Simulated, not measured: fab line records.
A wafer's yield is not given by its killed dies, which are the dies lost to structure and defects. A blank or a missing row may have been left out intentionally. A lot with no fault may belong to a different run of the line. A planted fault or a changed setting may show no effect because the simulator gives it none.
fab line records | flow nand_harc
record: lots: 24 wafers: 72 last_day: 24
route steps=1159 shown A_ZERO_WELL@401 A_CHANNEL_HOLE_D1@467 A_CHANNEL_FILL_D1@508
lots that met no fault: taken from a fault-free run of the same line
start_h: start of the lot's first displayed wafer, in hours after the record's first day | wait_h: how many hours have passed since the lot's step before this one | " as in the row above | L1.1+2: a row that stands for several wafers | - no value, or no start was given | * or withheld: withheld | < > ~ a bound
route shown NAME@n: NAME is a module with steps in the file, n the number in the route of the first one | usual: mean/standard deviation of fault-free wafers | same: alike in all rows | chamber/n: place in a boat | sites: the reading at each site | _std_site: the values' standard deviation | _edge_site: outer sites' mean less inner sites' | radius_mm: for every site, how far away it sits from the centre of the wafer | mask NAME#n: copy n | behind: the most recent tool/chamber to have shaped the wafer | hold: the reason the lot was held/the length of the hold in hours/how it ended | device: names the non-switching transistor (n, p or np) | end of line: at the end of the route, the tests of the same wafers | a step without rows: its recipe alone | killed: dies that structure and defects cost at the first sort, which is not the same as the wafer's yield | map: shows each die of a wafer: x if killed, . if not, _ if none is there
set.NAME: the setting that was run; set.NAME@STEP: the one run at that earlier step | model.NAME: the simulator's own value behind a step, which no gauge read
the route's steps for a sample of lots (tables are steps, rows are wafers)
services: the hour from which a tool's chamber was out of use, counted from the record's first day as start_h (under 0 if before that day), plus the number of hours and why
== steps ==
step: NHARC_A_ZERO_WELL_CD_MEAS_10
recipe: target_cd_nm: 2000 landing_energy_ev: 500
usual: cd_nm: 1999.5/2.3
same: landing_energy_ev: 500
columns lot.wafer tool chamber start_h wait_h cd_nm
L074.1 cd_sem-01 0 126.03 - 1998.7
L074.3 " 0 " " 1997.3
L074.4 " 0 " " 1997.9
L076.1 cd_sem-03 0 135.91 - 1999.3
L076.2 " 0 " " 1999.9
L076.6 " 0 " " 2003.0
L075.3 cd_sem-02 0 136.90 - 2003.9
L075.4 " 0 " " 2000.2
L075.5 " 0 " " 2004.1
L078.1 cd_sem-03 0 153.81 - 2001.7
L078.3 " 0 " " 1998.9
L078.6 " 0 " " 1997.1
L077.1 cd_sem-02 0 154.10 - 1999.9
L077.2 " 0 " " 1997.7
L077.4 " 0 " " 2000.1
L079.1 cd_sem-03 0 164.26 - 2001.8
L079.3 " 0 " " 1997.3
L079.5 " 0 " " 1999.9
L081.2 cd_sem-03 0 169.03 - 1996.3
L081.3 " 0 " " 1999.2
L081.4 " 0 " " 1997.1
L080.1 cd_sem-03 0 169.82 - 1998.9
L080.4 " 0 " " 1998.9
L080.5 " 0 " " 1999.7
L083.1 cd_sem-03 0 185.45 - 1999.0
L083.2 " 0 " " 2000.3
L083.5 " 0 " " 2001.7
L082.1 cd_sem-03 0 186.13 - 1997.2
L082.2 " 0 " " 1999.2
L082.4 " 0 " " 1997.3
L084.3 cd_sem-03 0 191.19 - 1997.9
L084.4 " 0 " " 1996.7
L084.5 " 0 " " 1997.3
L086.1 cd_sem-02 0 211.61 - 1994.4
L086.3 " 0 " " 1998.9
L086.5 " 0 " " 1996.8
L088.2 cd_sem-01 0 212.16 - 2002.2
L088.3 " 0 " " 2003.7
L088.4 " 0 " " 1999.3
L087.2 cd_sem-01 0 212.93 - 1998.6
L087.3 " 0 " " 2001.4
L087.5 " 0 " " 1996.7
L085.3 cd_sem-02 0 215.18 - 1999.9
L085.4 " 0 " " 1998.8
L085.5 " 0 " " 2001.6
L089.4 cd_sem-03 0 221.08 - 2000.8
L089.5 " 0 " " 2000.1
L089.6 " 0 " " 2000.9
L092.2 cd_sem-01 0 235.36 - 2004.3
L092.3 " 0 " " 2000.9
L092.6 " 0 " " 2001.8
L090.2 cd_sem-01 0 235.95 - 1998.2
L090.4 " 0 " " 1998.7
L090.6 " 0 " " 1995.4
L091.1 cd_sem-02 0 236.27 - 1997.9
L091.2 " 0 " " 1997.9
L091.6 " 0 " " 1999.1
L093.1 cd_sem-03 0 243.14 - 2002.0
L093.3 " 0 " " 2001.8
L093.5 " 0 " " 2004.3
L094.2 cd_sem-03 0 253.29 - 1996.9
L094.4 " 0 " " 2000.2
L094.6 " 0 " " 1996.7
L097.1 cd_sem-03 0 261.83 - 2000.6
L097.2 " 0 " " 2001.4
L097.5 " 0 " " 2001.5
L095.1 cd_sem-01 0 262.79 - 1998.8
L095.4 " 0 " " 2002.0
L095.6 " 0 " " 1999.1
L096.3 cd_sem-01 0 263.34 - 1998.5
L096.4 " 0 " " 1997.3
L096.5 " 0 " " 1999.1
step: NHARC_A_CHANNEL_HOLE_D1_ETCH_39
recipe: target_depth_a: 2600 over_etch_frac: 0.3 time_s: 325 ion_energy_ev: 200 n2_flow_sccm: 150 h2_flow_sccm: 150 ar_flow_sccm: 0 rf_w: 400 bias_w: 150 chemistry: N2/H2
usual: drypump_motor_current_A: 5.8/0.31 oes_product_au: 0.999/0.0084 rf_vpp_V: 431.0/2.9 showerhead_plenum_p_Torr: 2.06/0.1 throttle_valve_pct: 14.169/0.0096
columns lot.wafer tool chamber start_h wait_h drypump_motor_current_A oes_product_au rf_hours_counter_h rf_vpp_V showerhead_plenum_p_Torr throttle_valve_pct
L074.1 rie_diel-08 1 - - 5.6 1.003 2 430.1 2.00 14.172
L074.4 " 3 " " 5.5 0.991 2 432.8 2.18 14.176
L074.3 " 0 " " 6.1 0.999 2 431.5 2.09 14.170
L076.1 rie_diel-12 1 - - 5.2 0.995 9 433.8 2.20 14.168
L076.2 " 2 " " 5.6 0.995 11 431.8 2.11 14.178
L076.6 " 2 " " 5.6 0.985 - 432.0 2.11 14.183
L075.4 rie_diel-08 1 - - 5.6 1.002 3 429.3 2.00 14.177
L075.3 " 3 " " 5.4 1.002 3 434.6 2.18 14.166
L075.5 " 1 " " 5.6 1.010 - 428.5 2.00 14.174
L077.1 rie_diel-08 1 - - 5.7 0.994 4 429.9 2.00 14.176
L077.2 " 2 " " 6.2 1.000 4 427.1 1.90 14.176
L077.4 " 1 " " 5.6 0.989 - 430.0 2.00 14.173
L078.3 rie_diel-09 3 - - 5.9 0.994 7 433.1 2.14 14.174
L078.1 " 0 " " 5.5 1.006 7 432.3 2.10 14.177
L078.6 " 0 " " 5.5 1.011 - 431.9 2.10 14.165
L079.3 rie_diel-08 2 - - 6.2 0.999 5 427.3 1.90 14.193
L079.1 " 3 " " 5.4 0.989 5 433.6 2.18 14.175
L079.5 " 3 " " 5.5 0.998 - 433.3 2.18 14.171
L080.4 rie_diel-08 2 - - 6.2 0.996 6 426.2 1.90 14.163
L080.1 " 0 " " 6.1 0.992 5 431.9 2.09 14.156
L080.5 " 2 " " 6.2 1.005 - 427.1 1.90 14.165
L081.3 rie_diel-08 1 - - 5.6 0.993 6 428.7 2.00 14.176
L081.4 " 2 " " 6.2 1.000 6 426.2 1.90 14.159
L081.2 " 3 " " 5.5 0.997 6 434.8 2.18 14.171
L083.1 rie_diel-09 2 - - 6.2 1.001 10 428.4 1.96 14.163
L083.2 " 0 " " 5.6 0.992 10 430.6 2.10 14.167
L083.5 " 3 " " 5.9 0.982 - 434.1 2.14 14.170
L082.1 rie_diel-08 2 - - 6.2 1.006 7 426.5 1.90 14.166
L082.4 " 3 " " 5.4 0.991 8 435.8 2.18 14.169
L082.2 " 0 " " 6.1 0.995 6 432.1 2.09 14.186
L084.4 rie_diel-08 2 - - 6.2 1.006 8 424.8 1.90 14.177
L084.3 " 3 " " 5.5 0.986 8 435.5 2.18 14.155
L084.5 " 2 " " 6.2 1.005 - 427.0 1.90 14.161
L086.3 rie_diel-09 1 - - 5.7 0.999 12 428.2 1.99 14.161
L086.1 " 2 " " 6.2 0.992 12 427.9 1.96 14.172
L086.5 " 1 " " 5.7 1.004 - 429.6 1.99 14.184
L088.2 rie_diel-12 0 - - 5.7 0.997 2 428.9 1.98 14.177
L088.3 " 2 " " 5.6 1.000 2 431.7 2.11 14.172
L088.4 " 3 " " 6.0 0.977 2 436.8 2.19 14.170
L087.3 rie_diel-09 2 - - 6.2 0.992 12 429.1 1.96 14.177
L087.2 " 3 " " 5.9 0.994 12 433.0 2.14 14.182
L087.5 " 1 " " 5.7 1.003 - 429.1 1.99 14.182
L085.3 rie_diel-12 1 - - 5.2 0.996 3 433.3 2.20 14.172
L085.4 " 2 " " 5.6 1.015 4 432.8 2.11 14.158
L085.5 " 0 " " 5.7 1.008 - 428.6 1.98 14.163
L089.4 rie_diel-12 0 - - 5.7 0.992 3 430.5 1.98 14.161
L089.5 " 0 " " 5.7 1.000 - 428.5 1.98 14.177
L089.6 " 1 " " 5.2 0.982 - 433.0 2.20 14.171
L091.2 rie_diel-12 0 - - 5.7 1.016 4 427.6 1.98 14.185
L091.1 " 1 " " 5.2 0.997 5 435.8 2.20 14.185
L091.6 " 3 " " 6.0 0.984 - 434.1 2.19 14.177
L090.4 rie_diel-08 0 - - 6.1 0.989 8 430.8 2.09 14.164
L090.2 " 1 " " 5.6 1.001 9 429.5 2.00 14.147
L090.6 " 2 " " 6.2 1.005 - 426.2 1.89 14.161
L092.3 rie_diel-09 1 - - 5.7 0.988 0 430.2 1.99 14.165
L092.2 " 3 " " 5.9 1.001 0 433.9 2.14 14.166
L092.6 " 3 " " 5.9 0.997 - 434.5 2.14 14.188
L093.3 rie_diel-08 2 - - 6.2 1.015 11 426.3 1.89 14.167
L093.1 " 1 " " 5.6 1.009 10 429.9 2.00 14.184
L093.5 " 2 " " 6.2 1.018 - 426.0 1.90 14.173
L094.4 rie_diel-09 0 - - 5.6 0.996 0 432.0 2.10 14.172
L094.2 " 2 " " 6.2 1.005 1 429.3 1.96 14.168
L094.6 " 3 " " 5.9 0.996 - 433.8 2.14 14.190
L097.1 rie_diel-09 2 - - 6.2 1.008 3 428.5 1.96 14.170
L097.2 " 3 " " 5.9 1.005 1 433.2 2.14 14.185
L097.5 " 1 " " 5.7 0.999 - 430.0 1.99 14.159
L096.3 rie_diel-12 2 - - 5.6 1.002 7 433.2 2.10 14.163
L096.4 " 3 " " 5.9 0.990 7 435.2 2.18 14.168
L096.5 " 1 " " 5.1 0.999 - 436.6 2.20 14.191
L095.4 rie_diel-09 0 - - 5.6 1.008 3 432.2 2.09 14.156
L095.1 " 1 " " 5.7 0.997 4 428.3 1.99 14.167
L095.6 " 0 " " 5.5 1.006 - 431.9 2.09 14.179
step: NHARC_A_CHANNEL_HOLE_D1_ETCH_22
recipe: bias_v: 3000 source_w: withheld pressure_mtorr: 20 time_s: 666.7 ar_flow_sccm: 375 c4f8_flow_sccm: 89.3 o2_flow_sccm: 35.7 temp_c: -20 target_depth_a: 16000 chemistry: C4F8/O2/Ar
usual: drypump_motor_current_A: 5.8/0.65 showerhead_plenum_p_Torr: 3.75/0.084 temp_c: -20.01/0.094 throttle_valve_pct: 32.155/0.0087
columns lot.wafer tool chamber start_h wait_h drypump_motor_current_A rf_hours_counter_h showerhead_plenum_p_Torr temp_c throttle_valve_pct
L074.1 har_etch-01 0 171.89 0.4 6.7 186 3.80 -20.02 32.154
L074.4 " 0 " " 6.7 - 3.80 -19.86 32.166
L074.3 " 1 " " 5.5 - 3.64 -20.02 32.172
L076.1 har_etch-02 0 175.95 0.4 5.1 105 3.87 -19.89 32.153
L076.2 " 1 " " 5.5 105 3.78 -20.10 32.166
L076.6 " 1 " " 5.5 - 3.78 -19.89 32.170
L075.3 har_etch-01 0 176.90 0.4 6.7 - 3.80 -20.04 32.160
L075.4 " 1 " " 5.5 - 3.64 -20.04 32.154
L075.5 " 0 " " 6.8 - 3.80 -20.08 32.155
L077.1 har_etch-02 1 194.46 0.4 5.5 110 3.78 -19.99 32.166
L077.2 " 0 " " 5.1 110 3.87 -19.93 32.161
L077.4 " 1 " " 5.5 - 3.78 -19.91 32.160
L078.1 har_etch-01 0 194.61 0.4 6.8 195 3.80 -20.01 32.149
L078.3 " 0 " " 6.8 - 3.80 -20.01 32.155
L078.6 " 1 " " 5.5 - 3.64 -20.03 32.144
L079.1 har_etch-02 1 206.16 0.4 5.5 115 3.78 -20.00 32.163
L079.3 " 0 " " 5.1 - 3.87 -19.99 32.157
L079.5 " 1 " " 5.5 - 3.78 -19.94 32.150
L080.1 har_etch-02 1 212.12 0.4 5.5 119 3.77 -20.06 32.165
L080.4 " 1 " " 5.5 - 3.77 -19.92 32.149
L080.5 " 1 " " 5.5 - 3.77 -20.09 32.158
L081.2 har_etch-01 0 215.29 0.4 6.8 201 3.79 -19.94 32.160
L081.3 " 1 " " 5.5 - 3.64 -20.00 32.166
L081.4 " 0 " " 6.8 - 3.79 -19.96 32.155
L083.2 har_etch-01 1 226.02 0.4 5.5 208 3.63 -20.06 32.150
L083.1 " 0 " " 6.8 208 3.79 -20.05 32.169
L083.5 " 1 " " 5.5 - 3.63 -19.96 32.153
L082.2 har_etch-02 1 226.17 0.4 5.5 129 3.77 -20.10 32.143
L082.1 " 0 " " 5.1 129 3.86 -19.97 32.153
L082.4 " 1 " " 5.5 - 3.77 -20.09 32.153
L084.3 har_etch-01 0 231.56 0.4 6.8 - 3.79 -19.88 32.153
L084.4 " 1 " " 5.5 - 3.63 -19.97 32.158
L084.5 " 0 " " 6.9 - 3.79 -19.98 32.144
L086.1 har_etch-01 1 252.78 0.4 5.5 217 3.63 -20.14 32.152
L086.3 " 1 " " 5.5 - 3.63 -20.12 32.133
L086.5 " 0 " " 6.7 - 3.78 -19.89 32.151
L088.2 har_etch-02 0 253.39 0.4 5.1 136 3.86 -20.14 32.165
L088.3 " 1 " " 5.5 - 3.76 -19.89 32.154
L088.4 " 0 " " 5.1 - 3.86 -20.08 32.174
L087.2 har_etch-01 0 256.94 0.4 6.8 221 3.78 -19.94 32.153
L087.3 " 0 " " 6.8 - 3.78 -19.89 32.166
L087.5 " 1 " " 5.5 - 3.62 -20.00 32.154
L085.4 har_etch-02 0 261.02 0.4 5.1 - 3.85 -20.04 32.151
L085.3 " 1 " " 5.5 - 3.76 -19.99 32.154
L085.5 " 0 " " 5.1 - 3.85 -19.99 32.140
L089.4 har_etch-01 1 263.16 0.4 5.4 - 3.62 -19.99 32.152
L089.6 " 1 " " 5.5 - 3.62 -20.09 32.159
L089.5 " 0 " " 6.8 - 3.78 -20.07 32.151
L091.2 har_etch-02 0 278.65 0.4 5.1 148 3.85 -20.05 32.146
L091.1 " 1 " " 5.5 148 3.76 -19.93 32.147
L091.6 " 0 " " 5.1 - 3.85 -20.08 32.145
L090.2 har_etch-01 1 279.54 0.4 5.5 230 3.62 -19.74 32.155
L090.4 " 1 " " 5.5 - 3.62 -19.82 32.167
L090.6 " 0 " " 6.8 - 3.78 -19.92 32.153
L092.2 har_etch-02 1 282.89 0.4 5.5 152 3.76 -20.12 32.156
L092.3 " 1 " " 5.5 - 3.76 -20.19 32.160
L092.6 " 0 " " 5.1 - 3.85 -20.10 32.146
L093.1 har_etch-01 1 283.68 0.4 5.5 234 3.62 -19.95 32.166
L093.3 " 1 " " 5.5 - 3.62 -20.18 32.151
L093.5 " 1 " " 5.5 - 3.62 -20.20 32.180
L094.2 har_etch-01 0 293.13 0.4 6.8 238 3.77 -20.11 32.160
L094.4 " 0 " " 6.8 - 3.77 -19.92 32.154
L094.6 " 1 " " 5.5 - 3.62 -19.90 32.150
L097.2 har_etch-01 1 303.29 0.4 5.5 242 3.61 -20.10 32.158
L097.1 " 0 " " 6.7 242 3.77 -20.02 32.159
L097.5 " 0 " " 6.7 - 3.77 -19.88 32.151
L096.4 har_etch-02 1 304.39 0.4 5.5 - 3.75 -20.09 32.152
L096.3 " 0 " " 5.1 - 3.84 -20.15 32.163
L096.5 " 1 " " 5.5 - 3.75 -20.13 32.147
L095.1 har_etch-02 1 308.43 0.4 5.5 165 3.75 -19.98 32.164
L095.4 " 0 " " 5.1 - 3.84 -19.86 32.164
L095.6 " 0 " " 5.1 - 3.84 -19.96 32.143
step: NHARC_A_CHANNEL_HOLE_D1_ETCH_23
recipe: bias_v: 5000 source_w: withheld pressure_mtorr: 20 time_s: 819 ar_flow_sccm: 375 c4f8_flow_sccm: 89.3 o2_flow_sccm: 35.7 temp_c: -20 target_depth_a: 16000 chemistry: C4F8/O2/Ar
usual: drypump_motor_current_A: 5.8/0.64 showerhead_plenum_p_Torr: 3.75/0.084 temp_c: -19.98/0.1 throttle_valve_pct: 32.155/0.0093
columns lot.wafer tool chamber start_h wait_h drypump_motor_current_A rf_hours_counter_h showerhead_plenum_p_Torr temp_c throttle_valve_pct
L074.1 har_etch-01 0 172.45 0.5 6.7 187 3.80 -19.96 32.148
L074.4 " 0 " " 6.8 - 3.80 -19.92 32.151
L074.3 " 1 " " 5.5 - 3.64 -19.85 32.160
L076.1 har_etch-02 0 176.52 0.5 5.1 105 3.87 -19.87 32.148
L076.2 " 1 " " 5.5 105 3.78 -19.87 32.152
L076.6 " 1 " " 5.5 - 3.78 -20.06 32.142
L075.3 har_etch-01 0 177.52 0.5 6.7 - 3.80 -19.98 32.166
L075.4 " 1 " " 5.5 - 3.64 -19.97 32.136
L075.5 " 0 " " 6.8 - 3.80 -20.00 32.161
L077.1 har_etch-02 1 195.02 0.5 5.5 111 3.78 -19.93 32.163
L077.2 " 0 " " 5.1 111 3.87 -19.88 32.162
L077.4 " 1 " " 5.5 - 3.78 -19.89 32.171
L078.1 har_etch-01 0 195.19 0.5 6.8 196 3.80 -20.20 32.147
L078.3 " 0 " " 6.7 - 3.79 -20.18 32.164
L078.6 " 1 " " 5.5 - 3.64 -20.11 32.155
L079.1 har_etch-02 1 206.75 0.5 5.5 116 3.78 -20.05 32.153
L079.3 " 0 " " 5.1 - 3.87 -19.94 32.153
L079.5 " 1 " " 5.5 - 3.78 -20.16 32.143
L080.1 har_etch-02 1 212.71 0.5 5.5 120 3.77 -20.04 32.139
L080.4 " 1 " " 5.5 - 3.77 -19.82 32.152
L080.5 " 1 " " 5.5 - 3.77 -20.15 32.141
L081.2 har_etch-01 0 215.88 0.5 6.8 201 3.79 -19.87 32.161
L081.3 " 1 " " 5.5 - 3.64 -19.98 32.148
L081.4 " 0 " " 6.8 - 3.79 -19.92 32.154
L083.2 har_etch-01 1 226.59 0.5 5.5 208 3.63 -20.21 32.157
L083.1 " 0 " " 6.8 208 3.79 -20.02 32.165
L083.5 " 1 " " 5.5 - 3.63 -20.08 32.132
L082.2 har_etch-02 1 226.74 0.5 5.5 130 3.77 -20.08 32.158
L082.1 " 0 " " 5.1 130 3.86 -20.15 32.135
L082.4 " 1 " " 5.5 - 3.77 -20.04 32.156
L084.3 har_etch-01 0 232.17 0.5 6.8 - 3.79 -19.98 32.163
L084.4 " 1 " " 5.4 - 3.63 -20.03 32.146
L084.5 " 0 " " 6.8 - 3.79 -20.07 32.163
L086.1 har_etch-01 1 253.37 0.5 5.5 218 3.63 -19.78 32.142
L086.3 " 1 " " 5.5 - 3.63 -19.90 32.139
L086.5 " 0 " " 6.8 - 3.78 -19.91 32.165
L088.2 har_etch-02 0 253.98 0.5 5.1 137 3.86 -19.90 32.152
L088.3 " 1 " " 5.5 - 3.76 -19.99 32.164
L088.4 " 0 " " 5.1 - 3.86 -20.00 32.155
L087.2 har_etch-01 0 257.52 0.5 6.8 221 3.78 -19.98 32.183
L087.3 " 0 " " 6.8 - 3.78 -19.99 32.156
L087.5 " 1 " " 5.5 - 3.62 -19.89 32.159
L085.4 har_etch-02 0 261.63 0.5 5.1 - 3.85 -20.02 32.143
L085.3 " 1 " " 5.5 - 3.76 -19.62 32.155
L085.5 " 0 " " 5.1 - 3.85 -20.04 32.166
L089.4 har_etch-01 1 263.78 0.5 5.5 - 3.62 -19.98 32.161
L089.6 " 1 " " 5.5 - 3.62 -20.05 32.151
L089.5 " 0 " " 6.7 - 3.78 -19.97 32.146
L091.2 har_etch-02 0 279.22 0.5 5.1 149 3.85 -19.92 32.137
L091.1 " 1 " " 5.5 149 3.76 -19.89 32.162
L091.6 " 0 " " 5.1 - 3.85 -19.90 32.152
L090.2 har_etch-01 1 280.10 0.5 5.5 231 3.62 -20.02 32.165
L090.4 " 1 " " 5.5 - 3.62 -19.87 32.140
L090.6 " 0 " " 6.8 - 3.78 -20.00 32.159
L092.2 har_etch-02 1 283.47 0.5 5.5 153 3.76 -19.97 32.135
L092.3 " 1 " " 5.5 - 3.76 -20.01 32.148
L092.6 " 0 " " 5.1 - 3.85 -19.99 32.160
L093.1 har_etch-01 1 284.25 0.5 5.5 235 3.62 -20.12 32.157
L093.3 " 1 " " 5.5 - 3.62 -20.16 32.159
L093.5 " 1 " " 5.5 - 3.62 -20.13 32.162
L094.2 har_etch-01 0 293.70 0.5 6.8 239 3.77 -19.93 32.169
L094.4 " 0 " " 6.8 - 3.77 -20.06 32.154
L094.6 " 1 " " 5.5 - 3.62 -20.17 32.150
L097.2 har_etch-01 1 303.85 0.5 5.5 243 3.61 -19.94 32.148
L097.1 " 0 " " 6.8 243 3.77 -20.07 32.167
L097.5 " 0 " " 6.8 - 3.77 -19.98 32.150
L096.4 har_etch-02 1 305.00 0.5 5.5 - 3.75 -19.97 32.175
L096.3 " 0 " " 5.1 - 3.84 -19.97 32.164
L096.5 " 1 " " 5.5 - 3.75 -19.97 32.158
L095.1 har_etch-02 1 309.01 0.5 5.5 165 3.75 -20.01 32.163
L095.4 " 0 " " 5.1 - 3.84 -20.00 32.158
L095.6 " 0 " " 5.1 - 3.84 -20.09 32.168
step: NHARC_A_CHANNEL_HOLE_D1_INSPECT_40
usual: raw_defect_count: 62/16
columns lot.wafer tool chamber start_h wait_h raw_defect_count
L074.1 defect_inspect-01 - 176.74 - 38
L074.3 " - " " 54
L074.4 " - " " 43
L076.1 defect_inspect-02 - 180.78 - 52
L076.2 " - " " 65
L076.6 " - " " 62
L075.3 defect_inspect-02 - 181.56 - 52
L075.4 " - " " 59
L075.5 " - " " 57
L077.1 defect_inspect-02 - 199.29 - 62
L077.2 " - " " 40
L077.4 " - " " 61
L078.1 defect_inspect-02 - 199.37 - 45
L078.3 " - " " 64
L078.6 " - " " 52
L079.1 defect_inspect-01 - 210.92 - 44
L079.3 " - " " 61
L079.5 " - " " 63
L080.1 defect_inspect-01 - 216.85 - 55
L080.4 " - " " 68
L080.5 " - " " 49
L081.2 defect_inspect-02 - 220.04 - 75
L081.3 " - " " 78
L081.4 " - " " 49
L083.1 defect_inspect-01 - 230.88 - 85
L083.2 " - " " 63
L083.5 " - " " 94
L082.1 defect_inspect-02 - 231.03 - 41
L082.2 " - " " 56
L082.4 " - " " 49
L084.3 defect_inspect-02 - 236.23 - 49
L084.4 " - " " 59
L084.5 " - " " 47
L086.1 defect_inspect-01 - 257.55 - 61
L086.3 " - " " 55
L086.5 " - " " 75
L088.2 defect_inspect-02 - 258.13 - 44
L088.3 " - " " 63
L088.4 " - " " 39
L087.2 defect_inspect-02 - 261.66 - 103
L087.3 " - " " 94
L087.5 " - " " 71
L085.3 defect_inspect-02 - 265.70 - 60
L085.4 " - " " 51
L085.5 " - " " 71
L089.4 defect_inspect-02 - 267.84 - 57
L089.5 " - " " 57
L089.6 " - " " 54
L091.1 defect_inspect-01 - 283.48 - 34
L091.2 " - " " 56
L091.6 " - " " 25
L090.2 defect_inspect-02 - 284.52 - 74
L090.4 " - " " 71
L090.6 " - " " 58
L092.2 defect_inspect-01 - 287.62 - 84
L092.3 " - " " 54
L092.6 " - " " 80
L093.1 defect_inspect-01 - 288.52 - 83
L093.3 " - " " 65
L093.5 " - " " 72
L094.2 defect_inspect-01 - 297.99 - 65
L094.4 " - " " 80
L094.6 " - " " 53
L097.1 defect_inspect-01 - 308.12 - 102
L097.2 " - " " 89
L097.5 " - " " 65
L096.3 defect_inspect-01 - 309.03 - 66
L096.4 " - " " 22
L096.5 " - " " 50
L095.1 defect_inspect-01 - 313.17 - 80
L095.4 " - " " 65
L095.6 " - " " 53
step: NHARC_A_CHANNEL_FILL_D1_ETCHBACK_08
recipe: target_depth_a: 2200 time_s: 110 c4f8_flow_sccm: 20 ar_flow_sccm: withheld rf_w: 600 bias_w: 300 chemistry: C4F8
usual: oes_product_au: 0.95/0.039 rf_vpp_V: 440.2/2.4
columns lot.wafer tool chamber start_h wait_h oes_product_au rf_hours_counter_h rf_vpp_V
L074.3 rie_diel-01 3 - - 0.92 1 437.5
L074.1 " 1 " " 0.93 2 439.5
L074.4 " 2 " " 0.92 2 442.0
L076.2 rie_diel-01 0 - - 1.01 2 443.6
L076.1 " 2 " " 0.98 2 441.9
L076.6 " 0 " " 0.99 - 443.9
L075.3 rie_diel-05 0 - - 1.01 12 437.3
L075.4 " 2 " " 0.99 9 437.6
L075.5 " 0 " " 1.01 - 436.1
L078.1 rie_diel-01 3 - - 0.93 2 437.7
L078.3 " 2 " " 0.91 2 442.9
L078.6 " 0 " " 0.93 - 443.6
L077.1 rie_diel-03 2 - - 0.99 1 438.3
L077.2 " 3 " " 0.99 1 442.3
L077.4 " 0 " " 1.00 1 439.4
L079.3 rie_diel-01 2 - - 0.92 3 442.4
L079.1 " 1 " " 0.93 2 439.0
L079.5 " 2 " " 0.92 - 441.0
L081.3 rie_diel-03 3 - - 0.92 1 443.7
L081.4 " 0 " " 0.92 2 439.6
L081.2 " 1 " " 0.90 1 443.1
L080.4 rie_diel-01 1 - - 1.00 3 439.3
L080.1 " 2 " " 0.92 3 441.7
L080.5 " 1 " " 1.00 - 438.4
L082.4 rie_diel-03 3 - - 0.92 2 442.5
L082.1 " 0 " " 0.93 2 438.9
L082.2 " 1 " " 0.92 2 441.9
L083.1 rie_diel-01 3 - - 0.92 2 437.1
L083.2 " 1 " " 0.92 3 438.3
L083.5 " 3 " " 0.93 - 437.7
L084.4 rie_diel-01 2 - - 0.92 3 441.1
L084.3 " 0 " " 0.95 3 442.5
L084.5 " 3 " " 0.92 - 437.7
L088.4 rie_diel-01 2 - - 0.92 4 440.8
L088.3 " 3 " " 0.92 3 438.0
L088.2 " 0 " " 0.93 3 443.0
L086.1 rie_diel-01 2 - - 0.93 4 441.2
L086.3 " 3 " " 0.91 3 437.7
L086.5 " 2 " " 0.92 - 442.4
L087.2 rie_diel-03 3 - - 0.97 2 442.7
L087.3 " 1 " " 0.98 3 442.4
L087.5 " 3 " " 0.97 - 442.6
L089.4 rie_diel-03 1 - - 0.99 3 443.1
L089.5 " 1 " " 1.00 - 443.2
L089.6 " 2 " " 0.99 - 438.7
L085.3 rie_diel-03 0 - - 1.01 3 438.8
L085.4 " 1 " " 0.92 3 442.9
L085.5 " 0 " " 1.02 - 439.3
L091.1 rie_diel-05 1 - - 0.92 33 436.5
L091.2 " 2 " " 0.93 30 438.0
L091.6 " 1 " " 0.93 - 438.0
L090.2 rie_diel-01 0 - - 1.01 0 442.9
L090.4 " 2 " " 1.01 0 441.3
L090.6 " 3 " " 1.00 - 435.5
L092.2 rie_diel-01 0 - - 1.00 0 443.7
L092.3 " 1 " " 1.00 0 437.1
L092.6 " 2 " " 1.00 - 441.4
L093.3 rie_diel-01 0 - - 1.01 0 442.3
L093.1 " 1 " " 1.01 0 438.7
L093.5 " 0 " " 1.02 - 444.3
L094.4 rie_diel-01 2 - - 1.00 0 441.5
L094.2 " 3 " " 1.01 0 437.2
L094.6 " 3 " " 1.01 - 438.3
L097.2 rie_diel-03 0 - - 0.93 4 438.4
L097.1 " 1 " " 0.91 5 441.8
L097.5 " 3 " " 0.91 - 443.3
L096.3 rie_diel-01 1 - - 0.93 1 439.0
L096.4 " 3 " " 0.92 1 436.8
L096.5 " 1 " " 0.93 - 438.9
L095.4 rie_diel-03 2 - - 0.91 4 436.1
L095.1 " 0 " " 0.93 5 438.9
L095.6 " 3 " " 0.92 - 442.4
== services ==
columns tool chamber start_h hours kind
rie_diel-09 0 140.02 4.0 repair
rie_diel-01 3 155.04 10.5 repair
rie_diel-03 2 158.96 5.5 repair
har_etch-02 - 164.49 4.3 repair
rie_diel-09 3 169.22 1.7 repair
rie_diel-08 0 191.14 2.5 repair
rie_diel-12 2 193.05 9.4 repair
rie_diel-03 0 196.98 9.2 repair
rie_diel-09 - 198.88 0.4 repair
rie_diel-03 - 215.30 9.0 pm
rie_diel-03 3 231.43 2.8 repair
rie_diel-08 - 251.63 4.7 repair
rie_diel-09 - 254.28 9.0 pm
rie_diel-08 - 272.53 0.8 repair
rie_diel-09 0 274.96 6.4 repair
rie_diel-03 3 275.36 20.5 repair
rie_diel-12 2 280.43 3.1 repair
rie_diel-09 3 291.43 8.3 repair
rie_diel-08 - 301.80 9.0 pm
har_etch-01 - 306.59 17.0 pm
rie_diel-03 2 313.11 21.0 repair
rie_diel-01 - 314.80 9.0 pm
rie_diel-08 1 326.38 1.2 repair
rie_diel-03 0 326.91 2.7 repair
== key ==
fault none
